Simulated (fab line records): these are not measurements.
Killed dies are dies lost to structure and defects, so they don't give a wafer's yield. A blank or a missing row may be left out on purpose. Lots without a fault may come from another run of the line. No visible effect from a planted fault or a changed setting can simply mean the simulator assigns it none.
Matching of chambers || flow nand harc || rie diel-01 running NHARC_A_STAIRCASE_DESCUM_252: 3 sister chambers
The step chemistry O2, time 3 s. 6 wafers are shown with their chamber, then 4 later ones without.

WAFERS WITH THEIR CHAMBER
{"wafer": "L081.3", "chamber": 1, "drypump motor current A (A)": 5.0, "oes product au (a.u.)": 1.020}
{"wafer": "L081.4", "chamber": 3, "drypump motor current A (A)": 6.6, "oes product au (a.u.)": 1.005}
{"wafer": "L083.1", "chamber": 0, "drypump motor current A (A)": 5.9, "oes product au (a.u.)": 0.977}
{"wafer": "L083.2", "chamber": 3, "drypump motor current A (A)": 6.6, "oes product au (a.u.)": 1.007}
{"wafer": "L083.5", "chamber": 1, "drypump motor current A (A)": 5.0, "oes product au (a.u.)": 1.013}
{"wafer": "L084.1", "chamber": 0, "drypump motor current A (A)": 5.8, "oes product au (a.u.)": 0.975}

WAFERS MISSING THEIR CHAMBER
{"wafer": "L084.5", "drypump motor current A (A)": 5.8, "oes product au (a.u.)": 0.979}
{"wafer": "L084.6", "drypump motor current A (A)": 5.0, "oes product au (a.u.)": 1.015}
{"wafer": "L091.6", "drypump motor current A (A)": 5.0, "oes product au (a.u.)": 1.016}
{"wafer": "L094.1", "drypump motor current A (A)": 5.0, "oes product au (a.u.)": 1.016}

THE CHAMBER EACH PASSED THROUGH
{"wafer": "L084.5", "from the rows above": 0, "in truth": 0}
{"wafer": "L084.6", "from the rows above": 1, "in truth": 1}
{"wafer": "L091.6", "from the rows above": 1, "in truth": 1}
{"wafer": "L094.1", "from the rows above": 1, "in truth": 1}
4 of 4 placed correctly. Can't be placed from these rows: 0. 0 placed wrongly.
How it was worked out, from the rows above alone: a wafer's distance from a chamber is the root of the sum, over the readings, of the square of ((its reading less the chamber's mean) divided by the reading's scatter). The wafer belongs to the nearest chamber; if the next one is less than 2 further off, it can't be placed. The mean given for a chamber averages the wafers shown for that chamber. The scatter: take each reading less its chamber's mean, square it, sum over the shown wafers, divide by the number of wafers less the number of chambers, and take the root.
